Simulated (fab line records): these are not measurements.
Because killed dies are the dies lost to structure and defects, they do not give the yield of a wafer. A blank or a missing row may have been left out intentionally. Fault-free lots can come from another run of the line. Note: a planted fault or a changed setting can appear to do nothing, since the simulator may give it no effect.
Which tool was responsible? | flow n5-finfet | Sampling: 9 lots, 25 wafers, 7 of 1938 route steps

== WHAT THE GAUGES READ, wafer by wafer ==
N5_MOL_CONTACT_COAG_THK_MEAS_29.
lot  | measured    | on            | MD_CAP_THK (nm)
L430 | day 5 00:19 | film-metro-01 | 18.01 17.94 17.87
L432 | day 5 16:32 | film-metro-01 | 17.94 17.90 17.97
L435 | day 6 18:25 | film-metro-02 | 17.88 17.88 17.83
L441 | day 7 19:52 | film-metro-02 | 17.82 17.86 17.81
L442 | day 8 03:30 | film-metro-02 | 17.84 17.90 17.83
L444 | day 8 14:03 | film-metro-01 | 17.94 18.02 17.95
L445 | day 8 21:14 | film-metro-02 | 17.91 17.82 12.06
L447 | day 9 05:37 | film-metro-02 | 12.06 17.86
L448 | day 9 14:18 | film-metro-02 | 12.07 11.99

N5_BEOL_M4_RC_MEAS_101.
lot  | measured     | on        | DIBL_N (mV/V)  | DIBL_P (mV/V)  | IOFF_N (nA/um)    | IOFF_P (nA/um) | ION_N (uA/um) | ION_P (uA/um) | SS_N (mV/dec)  | SS_P (mV/dec)  | VT_N (mV)   | VT_P (mV)
L430 | day 7 20:04  | prober-02 | 37.4 35.6 36.4 | 36.9 34.9 33.6 | 0.164 0.128 0.141 | 0.21 0.19 0.17 | 676 659 662   | 456 454 449   | 72.0 71.5 71.6 | 73.4 73.0 72.7 | 247 251 254 | -252 -253 -255
L432 | day 8 07:10  | prober-01 | 34.1 36.9 33.7 | 34.5 37.5 33.5 | 0.128 0.173 0.118 | 0.17 0.22 0.15 | 666 693 665   | 456 473 452   | 72.0 71.0 71.2 | 72.5 73.4 72.2 | 252 248 255 | -252 -248 -255
L435 | day 9 12:39  | prober-02 | 38.0 36.7 37.5 | 36.8 35.3 37.1 | 0.166 0.154 0.152 | 0.23 0.22 0.23 | 681 677 670   | 471 465 465   | 71.6 70.8 72.2 | 73.6 73.0 73.3 | 250 250 252 | -248 -249 -247
L441 | day 10 20:14 | prober-01 | 38.9 38.3 37.0 | 40.7 39.9 38.5 | 0.232 0.210 0.171 | 0.32 0.31 0.26 | 697 696 671   | 482 487 474   | 72.8 71.8 72.0 | 74.6 74.6 73.7 | 244 245 252 | -243 -243 -245
L442 | day 10 22:04 | prober-02 | 35.3 35.9 36.4 | 34.1 35.1 35.6 | 0.138 0.154 0.165 | 0.19 0.20 0.21 | 681 678 694   | 470 472 474   | 70.5 70.8 72.1 | 73.3 72.9 73.4 | 251 250 247 | -252 -251 -250
L444 | day 11 04:11 | prober-02 | 34.7 35.0 34.6 | 34.2 33.5 34.1 | 0.134 0.135 0.135 | 0.21 0.19 0.20 | 668 665 664   | 469 457 463   | 71.9 71.2 70.7 | 72.6 72.5 72.9 | 251 252 251 | -248 -252 -251
L445 | day 12 01:01 | prober-01 | 37.8 36.3 36.0 | 37.4 35.7 34.8 | 0.193 0.152 0.136 | 0.20 0.18 0.16 | 694 681 657   | 463 461 444   | 71.6 71.6 71.0 | 74.1 74.1 72.7 | 245 251 253 | -251 -252 -254
L447 | day 12 04:05 | prober-01 | 35.8 37.1      | 36.9 38.1      | 0.169 0.203       | 0.20 0.22      | 693 685       | 470 463       | 71.8 71.5      | 73.4 73.6      | 248 245     | -249 -248
L448 | day 12 22:20 | prober-02 | 37.0 38.2      | 37.9 40.1      | 0.177 0.195       | 0.24 0.29      | 694 689       | 478 480       | 72.3 72.1      | 73.2 73.8      | 245 244     | -245 -244

== WHICH TOOL RAN EACH LOT (tool, then ch and the chambers of the sampled wafers, then the start) ==
lot  | N5_HKMG_FIN_STRIP_69                | N5_GATE_CUT_ETCHBACK_30          | N5_GATE_CUT_STRIP_59              | N5_GATE_CUT_SAC_CAP_01           | N5_MOL_CONTACT_COAG_ETCH_47
L430 | plasma-asher-02 ch 0,1, day 4 05:07 | rie-metal-03 ch 0,1, day 4 06:59 | rie-diel-01 ch 1,2, day 4 07:16   | ald-sin-03 ch 0,1,3, day 4 07:35 | rie-diel-06 ch 0,1,2, day 5 04:20
L432 | plasma-asher-02 ch 0,1, day 4 17:17 | rie-metal-01 ch 0,1, day 4 19:10 | rie-diel-05 ch 1,3, day 4 19:20   | ald-sin-04 ch 0,1,2, day 4 20:08 | rie-diel-04 ch 0,2,3, day 5 18:07
L435 | plasma-asher-01 ch 0,1, day 5 17:11 | rie-metal-03 ch 0,1, day 5 19:13 | rie-diel-02 ch 0,2, day 5 19:27   | ald-sin-03 ch 0,2,3, day 5 19:52 | rie-diel-04 ch 2,3, day 6 20:00
L441 | plasma-asher-02 ch 0,1, day 7 00:32 | rie-metal-01 ch 0,1, day 7 02:31 | rie-diel-01 ch 0,2,3, day 7 02:42 | ald-sin-03 ch 1,2,3, day 7 03:01 | rie-diel-04 ch 0,1,2, day 7 21:37
L442 | plasma-asher-01 ch 0,1, day 7 08:52 | rie-metal-03 ch 0,1, day 7 10:46 | rie-diel-05 ch 0,2,3, day 7 10:57 | ald-sin-03 ch 0,2,3, day 7 11:10 | rie-diel-06 ch 0,1,3, day 8 05:29
L444 | plasma-asher-02 ch 0,1, day 7 18:26 | rie-metal-03 ch 0,1, day 7 20:26 | rie-diel-05 ch 1,2, day 7 20:37   | ald-sin-04 ch 2,3, day 7 22:01   | rie-diel-04 ch 2,3, day 8 15:46
L445 | plasma-asher-01 ch 0,1, day 8 00:29 | rie-metal-03 ch 0,1, day 8 02:22 | rie-diel-05 ch 0,1,2, day 8 02:32 | ald-sin-03 ch 0,1,3, day 8 03:00 | rie-diel-04 ch 2,3, day 8 23:42
L447 | plasma-asher-01 ch 0,1, day 8 12:09 | rie-metal-03 ch 0,1, day 8 14:02 | rie-diel-01 ch 1,2, day 8 14:13   | ald-sin-03 ch 0,1, day 8 14:34   | rie-diel-04 ch 2,3, day 9 07:37
L448 | plasma-asher-02 ch 0,1, day 8 19:06 | rie-metal-03 ch 0,1, day 8 20:58 | rie-diel-01 ch 0,3, day 8 21:10   | ald-sin-03 ch 0,2, day 8 22:13   | rie-diel-04 ch 1,3, day 9 16:03
- N5_HKMG_FIN_STRIP_69: strips in N2/H2, time 360 s.
- N5_GATE_CUT_ETCHBACK_30: etches TiN in Cl2/Ar, target depth 3 nm.
- N5_GATE_CUT_STRIP_59: strips in N2/H2, time 20 s.
- N5_GATE_CUT_SAC_CAP_01: material SiNx, target thk 24 nm, pulse time 1 s, ald cycles 480.
- N5_MOL_CONTACT_COAG_ETCH_47: etches SiNx in CH3F/O2, stops on W, target depth 27 nm.

== AS READ BY THE TOOLS THEMSELVES (means over the sampled wafers that have a number; for cases with no such wafer, the mark the record gives instead) ==
N5_HKMG_FIN_STRIP_69.
lot  | tool            | drypump-motor-current-A (A) | heater-power-w (W)
L430 | plasma-asher-02 | 5.87                        | 409
L432 | plasma-asher-02 | 5.76                        | 403
L435 | plasma-asher-01 | 5.74                        | 425
L441 | plasma-asher-02 | 5.78                        | 391
L442 | plasma-asher-01 | 5.72                        | 424
L444 | plasma-asher-02 | 5.75                        | 398
L445 | plasma-asher-01 | 5.72                        | 422
L447 | plasma-asher-01 | 5.75                        | 426
L448 | plasma-asher-02 | 5.80                        | 401

N5_GATE_CUT_ETCHBACK_30.
lot  | tool         | drypump-motor-current-A (A) | mfc-cl2-sccm (sccm) | oes-product-au (a.u.) | rf-fwd-power-W (W) | throttle-valve-pct (%)
L430 | rie-metal-03 | 5.6                         | 40.05               | 0.71                  | 587.5              | 20.95
L432 | rie-metal-01 | 5.9                         | 39.92               | 0.94                  | 584.2              | 20.79
L435 | rie-metal-03 | 5.6                         | 40.16               | 0.71                  | 588.2              | 20.96
L441 | rie-metal-01 | 5.9                         | 40.10               | 0.93                  | 587.4              | 20.57
L442 | rie-metal-03 | 5.6                         | 40.14               | 0.66                  | 585.2              | 21.03
L444 | rie-metal-03 | 5.6                         | 39.98               | 0.66                  | 586.1              | 21.03
L445 | rie-metal-03 | 5.6                         | 39.96               | 0.65                  | 587.8              | 21.03
L447 | rie-metal-03 | 5.6                         | 39.97               | 0.69                  | 587.3              | 21.00
L448 | rie-metal-03 | 5.5                         | 40.12               | 0.67                  | 587.4              | 21.01

N5_GATE_CUT_STRIP_59.
lot  | tool        | drypump-motor-current-A (A) | oes-product-au (a.u.) | rf-vpp-V (V) | showerhead-plenum-p-Torr (Torr) | throttle-valve-pct (%)
L430 | rie-diel-01 | 6.2                         | 0.82                  | 45.1         | 3.49                            | 12.20
L432 | rie-diel-05 | 5.7                         | 0.75                  | 45.6         | 3.32                            | 12.50
L435 | rie-diel-02 | 5.5                         | 0.76                  | 44.6         | 3.37                            | 12.14
L441 | rie-diel-01 | 5.7                         | 0.75                  | 44.1         | 3.32                            | 12.34
L442 | rie-diel-05 | 5.7                         | 0.77                  | 45.6         | 3.51                            | 12.22
L444 | rie-diel-05 | 5.7                         | 0.72                  | 46.0         | 3.39                            | 12.41
L445 | rie-diel-05 | 5.8                         | 0.76                  | 45.8         | 3.42                            | 12.33
L447 | rie-diel-01 | 6.2                         | 0.80                  | 44.5         | 3.46                            | 12.24
L448 | rie-diel-01 | 5.5                         | 0.74                  | 46.1         | 3.24                            | 12.37

N5_GATE_CUT_SAC_CAP_01.
lot  | tool       | heater-power-w (W) | precursor-pulse-height-rel
L430 | ald-sin-03 | 836                | 1.000
L432 | ald-sin-04 | 803                | 0.992
L435 | ald-sin-03 | 814                | 0.967
L441 | ald-sin-03 | 876                | 1.023
L442 | ald-sin-03 | 822                | 1.017
L444 | ald-sin-04 | 898                | 0.978
L445 | ald-sin-03 | 805                | 1.006
L447 | ald-sin-03 | 814                | 1.014
L448 | ald-sin-03 | 866                | 0.980

N5_MOL_CONTACT_COAG_ETCH_47.
lot  | tool        | drypump-motor-current-A (A) | etch-rf-on-time-s (s) | oes-product-au (a.u.) | rf-fwd-power-W (W) | rf-vpp-V (V) | showerhead-plenum-p-Torr (Torr) | throttle-valve-pct (%)
L430 | rie-diel-06 | 5.2                         | 31.1                  | 0.74                  | 387.6              | 297          | 1.94                            | 16.36
L432 | rie-diel-04 | 5.6                         | 31.2                  | 0.71                  | 387.8              | 293          | 1.96                            | 16.45
L435 | rie-diel-04 | 5.8                         | 31.0                  | 0.68                  | 387.1              | 293          | 1.98                            | 16.56
L441 | rie-diel-04 | 5.8                         | 31.4                  | 0.69                  | 384.2              | 292          | 1.95                            | 16.33
L442 | rie-diel-06 | 5.5                         | 30.9                  | 0.79                  | 386.4              | 298          | 1.95                            | 16.29
L444 | rie-diel-04 | 5.8                         | 31.2                  | 0.67                  | 387.1              | 292          | 1.97                            | 16.59
L445 | rie-diel-04 | 5.7                         | 27.9                  | 0.71                  | 388.6              | 293          | 1.97                            | 16.57
L447 | rie-diel-04 | 5.8                         | 25.7                  | 0.70                  | 388.9              | 292          | 1.96                            | 16.59
L448 | rie-diel-04 | 5.8                         | 20.6                  | 0.75                  | 387.6              | 293          | 1.95                            | 16.31

== THE ANSWER, worked out from the rows above alone ==
Rule: the lots themselves supply what counts as usual. The widest of any qualifying gaps counts: lots, ordered by their means at a reading, are off when they make up no more than a third of the lots, leave a main group of 4 or more, and stand apart from it by 3 or more times the standard deviation of that group's means. A main group is skipped when, at the precision printed for the reading in the tables above, its means are all equal. A lot without any number at a reading at which 4 lots or more have one is off too. Any other lot the step has rows for is counted as sound. The gauges are gone through in route order, then the tools' own readings, and for those a lot's mean is taken as printed above. The first step at which some lot is off is used, and at that step the reading that is off furthest; a lot without a number counts as furthest.
Off: L445, L447, L448, at N5_MOL_CONTACT_COAG_THK_MEAS_29 (MD_CAP_THK). The main group has a mean of 17.90 nm with a standard deviation of 0.052.
A tool fits if, at a process step before that reading, it ran every lot that is off, and no sound lot after the first of them. The gauges at N5_MOL_CONTACT_COAG_THK_MEAS_29 aren't tried: what is off there is off at N5_MOL_CONTACT_COAG_ETCH_47 too, on other tools, and a gauge's error can't cause that. 2 tools fit, rie-metal-03 at N5_GATE_CUT_ETCHBACK_30 and ald-sin-03 at N5_GATE_CUT_SAC_CAP_01, so this cannot tell which one it is.

== WHAT THE SIMULATOR PUT IN ==
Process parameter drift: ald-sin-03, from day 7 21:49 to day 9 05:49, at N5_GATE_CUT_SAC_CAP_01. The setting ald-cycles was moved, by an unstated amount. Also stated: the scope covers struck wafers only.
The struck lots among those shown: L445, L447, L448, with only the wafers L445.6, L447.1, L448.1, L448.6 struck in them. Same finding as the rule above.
